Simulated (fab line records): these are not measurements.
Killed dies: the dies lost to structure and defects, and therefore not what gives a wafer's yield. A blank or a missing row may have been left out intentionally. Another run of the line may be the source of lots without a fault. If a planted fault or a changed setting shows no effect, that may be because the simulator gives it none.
Which of the tools did it? :: flow nand harc :: 14 lots, 42 wafers sampled, at 5 steps of a route of 1302

== WHAT THE GAUGES READ, wafer by wafer ==
NHARC_END_SORT_01. Usual: killed at array 62, standard deviation 15; killed at other 0.8, standard deviation 1; killed at periphery 3.7, standard deviation 2.6; killed dies 66, standard deviation 15; killed open 3.1, standard deviation 1.8; killed short 2.6, standard deviation 1.7.
lot: L351
measured: day 28 01:52
on: prober-02
killed at array: 672 87 674
killed at other: 0 1 1
killed at periphery: 5 0 2
killed dies: 677 88 677
killed open: 5 6 3
killed short: 3 2 0
flag: OFF

lot: L356
measured: day 29 11:07
on: prober-01
killed at array: 61 55 676
killed at other: 0 0 0
killed at periphery: 2 4 1
killed dies: 63 59 677
killed open: 1 0 1
killed short: 3 3 2
flag: OFF

== EACH LOT AND THE TOOL THAT RAN IT (in order: tool; ch and the chambers of the sampled wafers; start) ==
lot: L346
NHARC_A_BLC_PVD_32: pvd sputter-01, day 22 13:13
NHARC_A_BONDPAD_CMP_29: cmp-03 ch 0,1, day 22 23:35
NHARC_A_BONDPAD_PRE_CLEAN_26: pvd sputter-02, day 23 19:11 or earlier
NHARC_THIN_TSV_PRE_CLEAN_54: pvd sputter-02, day 23 19:11

lot: L349
NHARC_A_BLC_PVD_32: pvd sputter-02, day 24 06:21
NHARC_A_BONDPAD_CMP_29: cmp-02 ch 1,2,3, day 24 17:01
NHARC_A_BONDPAD_PRE_CLEAN_26: pvd sputter-02, day 25 13:57 or earlier
NHARC_THIN_TSV_PRE_CLEAN_54: pvd sputter-02, day 25 13:57

lot: L352
NHARC_A_BLC_PVD_32: pvd sputter-02, day 25 21:49
NHARC_A_BONDPAD_CMP_29: cmp-03 ch 1,2,3, day 26 08:37
NHARC_A_BONDPAD_PRE_CLEAN_26: pvd sputter-03, day 27 05:26 or earlier
NHARC_THIN_TSV_PRE_CLEAN_54: pvd sputter-02, day 27 05:26

lot: L353
NHARC_A_BLC_PVD_32: pvd sputter-03, day 26 02:31
NHARC_A_BONDPAD_CMP_29: cmp-02 ch 2,3, day 26 12:25
NHARC_A_BONDPAD_PRE_CLEAN_26: pvd sputter-01, day 27 11:32 or earlier
NHARC_THIN_TSV_PRE_CLEAN_54: pvd sputter-03, day 27 11:32

lot: L351
NHARC_A_BLC_PVD_32: pvd sputter-03, day 26 06:04
NHARC_A_BONDPAD_CMP_29: cmp-02 ch 2, day 26 16:16
NHARC_A_BONDPAD_PRE_CLEAN_26: pvd sputter-01, day 27 12:45 or earlier
NHARC_THIN_TSV_PRE_CLEAN_54: pvd sputter-01, day 27 12:45

lot: L355
NHARC_A_BLC_PVD_32: pvd sputter-02, day 26 18:22
NHARC_A_BONDPAD_CMP_29: cmp-03 ch 0,2, day 27 04:19
NHARC_A_BONDPAD_PRE_CLEAN_26: pvd sputter-02, day 28 01:23 or earlier
NHARC_THIN_TSV_PRE_CLEAN_54: pvd sputter-03, day 28 01:23

lot: L356
NHARC_A_BLC_PVD_32: pvd sputter-03, day 27 15:37
NHARC_A_BONDPAD_CMP_29: cmp-03 ch 2,3, day 28 02:02
NHARC_A_BONDPAD_PRE_CLEAN_26: pvd sputter-03, day 28 22:44 or earlier
NHARC_THIN_TSV_PRE_CLEAN_54: pvd sputter-01, day 28 22:44

lot: L360
NHARC_A_BLC_PVD_32: pvd sputter-01, day 29 01:49
NHARC_A_BONDPAD_CMP_29: cmp-03 ch 1,2,3, day 29 11:46
NHARC_A_BONDPAD_PRE_CLEAN_26: pvd sputter-03, day 30 08:12 or earlier
NHARC_THIN_TSV_PRE_CLEAN_54: pvd sputter-01, day 30 08:12

lot: L362
NHARC_A_BLC_PVD_32: pvd sputter-01, day 29 11:33
NHARC_A_BONDPAD_CMP_29: cmp-02 ch 0,2,3, day 29 21:55
NHARC_A_BONDPAD_PRE_CLEAN_26: pvd sputter-01, day 30 18:35 or earlier
NHARC_THIN_TSV_PRE_CLEAN_54: pvd sputter-01, day 30 18:35

lot: L359
NHARC_A_BLC_PVD_32: pvd sputter-03, day 29 17:32
NHARC_A_BONDPAD_CMP_29: cmp-04 ch 0,1,3, day 30 03:56
NHARC_A_BONDPAD_PRE_CLEAN_26: pvd sputter-01, day 31 02:29 or earlier
NHARC_THIN_TSV_PRE_CLEAN_54: pvd sputter-02, day 31 02:29

lot: L365
NHARC_A_BLC_PVD_32: pvd sputter-01, day 30 09:01
NHARC_A_BONDPAD_CMP_29: cmp-04 ch 1,2,3, day 30 19:54
NHARC_A_BONDPAD_PRE_CLEAN_26: pvd sputter-01, day 31 18:03 or earlier
NHARC_THIN_TSV_PRE_CLEAN_54: pvd sputter-03, day 31 18:03

lot: L364
NHARC_A_BLC_PVD_32: pvd sputter-03, day 31 13:41
NHARC_A_BONDPAD_CMP_29: cmp-02 ch 1,2, day 32 00:01
NHARC_A_BONDPAD_PRE_CLEAN_26: pvd sputter-03, day 32 21:05 or earlier
NHARC_THIN_TSV_PRE_CLEAN_54: pvd sputter-03, day 32 21:05

lot: L366
NHARC_A_BLC_PVD_32: pvd sputter-02, day 31 21:35
NHARC_A_BONDPAD_CMP_29: cmp-02 ch 2,3, day 32 07:34
NHARC_A_BONDPAD_PRE_CLEAN_26: pvd sputter-03, day 33 04:07 or earlier
NHARC_THIN_TSV_PRE_CLEAN_54: pvd sputter-02, day 33 04:07

lot: L368
NHARC_A_BLC_PVD_32: pvd sputter-03, day 32 06:58
NHARC_A_BONDPAD_CMP_29: cmp-04 ch 0,2,3, day 32 17:25
NHARC_A_BONDPAD_PRE_CLEAN_26: pvd sputter-02, day 33 14:39 or earlier
NHARC_THIN_TSV_PRE_CLEAN_54: pvd sputter-03, day 33 14:39
- NHARC_A_BLC_PVD_32: deposits Ti, target thk 5 nm, time 17.7 s.
- NHARC_A_BONDPAD_CMP_29: polishes SiCN, target thk 200 nm.
- NHARC_A_BONDPAD_PRE_CLEAN_26: time 30 s.
- NHARC_THIN_TSV_PRE_CLEAN_54: time 30 s.

== AS READ BY THE TOOLS THEMSELVES (means over the sampled wafers that have a number; for cases with no such wafer, the mark the record gives instead) ==
NHARC_A_BLC_PVD_32. Usual: substrate temp c 200.03 C, standard deviation 0.17; throttle valve pct 30.5 %, standard deviation 0.91.
lot: L346
tool: pvd sputter-01
substrate temp c (C): 200.19
throttle valve pct (%): 30.2
flag: 

lot: L349
tool: pvd sputter-02
substrate temp c (C): 200.11
throttle valve pct (%): 30.4
flag: 

lot: L352
tool: pvd sputter-02
substrate temp c (C): 200.03
throttle valve pct (%): 30.3
flag: 

lot: L353
tool: pvd sputter-03
substrate temp c (C): 200.08
throttle valve pct (%): 30.7
flag: 

lot: L351
tool: pvd sputter-03
substrate temp c (C): 199.97
throttle valve pct (%): 31.0
flag: 

lot: L355
tool: pvd sputter-02
substrate temp c (C): 200.05
throttle valve pct (%): 30.3
flag: 

lot: L356
tool: pvd sputter-03
substrate temp c (C): 199.92
throttle valve pct (%): 30.6
flag: 

lot: L360
tool: pvd sputter-01
substrate temp c (C): 200.00
throttle valve pct (%): 30.1
flag: 

lot: L362
tool: pvd sputter-01
substrate temp c (C): 200.09
throttle valve pct (%): 30.8
flag: 

lot: L359
tool: pvd sputter-03
substrate temp c (C): 199.95
throttle valve pct (%): 30.6
flag: 

lot: L365
tool: pvd sputter-01
substrate temp c (C): 200.07
throttle valve pct (%): 31.2
flag: 

lot: L364
tool: pvd sputter-03
substrate temp c (C): 199.96
throttle valve pct (%): 31.2
flag: 

lot: L366
tool: pvd sputter-02
substrate temp c (C): 200.04
throttle valve pct (%): 29.5
flag: 

lot: L368
tool: pvd sputter-03
substrate temp c (C): 199.95
throttle valve pct (%): 31.6
flag: 

NHARC_A_BONDPAD_CMP_29. Usual: 11.6 A for motor current A, sd 1.2.
lot: L346
tool: cmp-03
motor current A (A): 10.8
flag: 

lot: L349
tool: cmp-02
motor current A (A): 11.4
flag: 

lot: L352
tool: cmp-03
motor current A (A): 11.3
flag: 

lot: L353
tool: cmp-02
motor current A (A): 12.6
flag: 

lot: L351
tool: cmp-02
motor current A (A): 11.9
flag: 

lot: L355
tool: cmp-03
motor current A (A): 12.7
flag: 

lot: L356
tool: cmp-03
motor current A (A): 12.6
flag: 

lot: L360
tool: cmp-03
motor current A (A): 11.7
flag: 

lot: L362
tool: cmp-02
motor current A (A): 12.0
flag: 

lot: L359
tool: cmp-04
motor current A (A): 10.9
flag: 

lot: L365
tool: cmp-04
motor current A (A): 11.4
flag: 

lot: L364
tool: cmp-02
motor current A (A): 10.7
flag: 

lot: L366
tool: cmp-02
motor current A (A): 13.2
flag: 

lot: L368
tool: cmp-04
motor current A (A): 10.6
flag: 

NHARC_A_BONDPAD_PRE_CLEAN_26. Usual: 419 W for heater power w, sd 41.
lot: L346
tool: pvd sputter-02
heater power w (W): 430
flag: 

lot: L349
tool: pvd sputter-02
heater power w (W): 404
flag: 

lot: L352
tool: pvd sputter-03
heater power w (W): 423
flag: 

lot: L353
tool: pvd sputter-01
heater power w (W): 396
flag: 

lot: L351
tool: pvd sputter-01
heater power w (W): 436
flag: 

lot: L355
tool: pvd sputter-02
heater power w (W): 405
flag: 

lot: L356
tool: pvd sputter-03
heater power w (W): 412
flag: 

lot: L360
tool: pvd sputter-03
heater power w (W): 427
flag: 

lot: L362
tool: pvd sputter-01
heater power w (W): 414
flag: 

lot: L359
tool: pvd sputter-01
heater power w (W): 422
flag: 

lot: L365
tool: pvd sputter-01
heater power w (W): 390
flag: 

lot: L364
tool: pvd sputter-03
heater power w (W): 430
flag: 

lot: L366
tool: pvd sputter-03
heater power w (W): 429
flag: 

lot: L368
tool: pvd sputter-02
heater power w (W): 453
flag: 

NHARC_THIN_TSV_PRE_CLEAN_54. Usual: 420 W for heater power w, sd 42.
lot: L346
tool: pvd sputter-02
heater power w (W): 394
flag: 

lot: L349
tool: pvd sputter-02
heater power w (W): 479
flag: 

lot: L352
tool: pvd sputter-02
heater power w (W): 452
flag: 

lot: L353
tool: pvd sputter-03
heater power w (W): 408
flag: 

lot: L351
tool: pvd sputter-01
heater power w (W): 437
flag: 

lot: L355
tool: pvd sputter-03
heater power w (W): 407
flag: 

lot: L356
tool: pvd sputter-01
heater power w (W): 386
flag: 

lot: L360
tool: pvd sputter-01
heater power w (W): 416
flag: 

lot: L362
tool: pvd sputter-01
heater power w (W): 429
flag: 

lot: L359
tool: pvd sputter-02
heater power w (W): 436
flag: 

lot: L365
tool: pvd sputter-03
heater power w (W): 423
flag: 

lot: L364
tool: pvd sputter-03
heater power w (W): 415
flag: 

lot: L366
tool: pvd sputter-02
heater power w (W): 406
flag: 

lot: L368
tool: pvd sputter-03
heater power w (W): 421
flag: 

== THE ANSWER, worked out from the rows above alone ==
Rule: a lot counts as off when the mean over its wafers that have a number is more than 3 standard deviations away from the usual mean. Also off: a lot with no number at a reading for which 4 or more lots have one. Any other lot the step has rows for is counted as sound. The gauges are gone through in route order, then the tools' own readings, and for those a lot's mean is taken as printed above. The first step at which some lot is off is used, and at that step the reading that is off furthest; a lot without a number counts as furthest.
Off: L351, L356 (NHARC_END_SORT_01, killed at array). Neither off nor sound, because the step has no rows for them: L346, L349, L352, L353, L355, L360, L362, L359, L365, L364, L366, L368.
If a tool, at a process step before that reading, ran all the lots that are off and no sound lot after the first of them, it fits. Those tools and the gauges at NHARC_END_SORT_01 are tried in the same way. With no start given for some of its lots, NHARC_A_BONDPAD_PRE_CLEAN_26 uses the hours and lot order of NHARC_THIN_TSV_PRE_CLEAN_54. This does not decide it: 2 tools fit, namely pvd sputter-03 at NHARC_A_BLC_PVD_32 and pvd sputter-01 at NHARC_THIN_TSV_PRE_CLEAN_54.

== WHAT THE SIMULATOR HAD INSERTED ==
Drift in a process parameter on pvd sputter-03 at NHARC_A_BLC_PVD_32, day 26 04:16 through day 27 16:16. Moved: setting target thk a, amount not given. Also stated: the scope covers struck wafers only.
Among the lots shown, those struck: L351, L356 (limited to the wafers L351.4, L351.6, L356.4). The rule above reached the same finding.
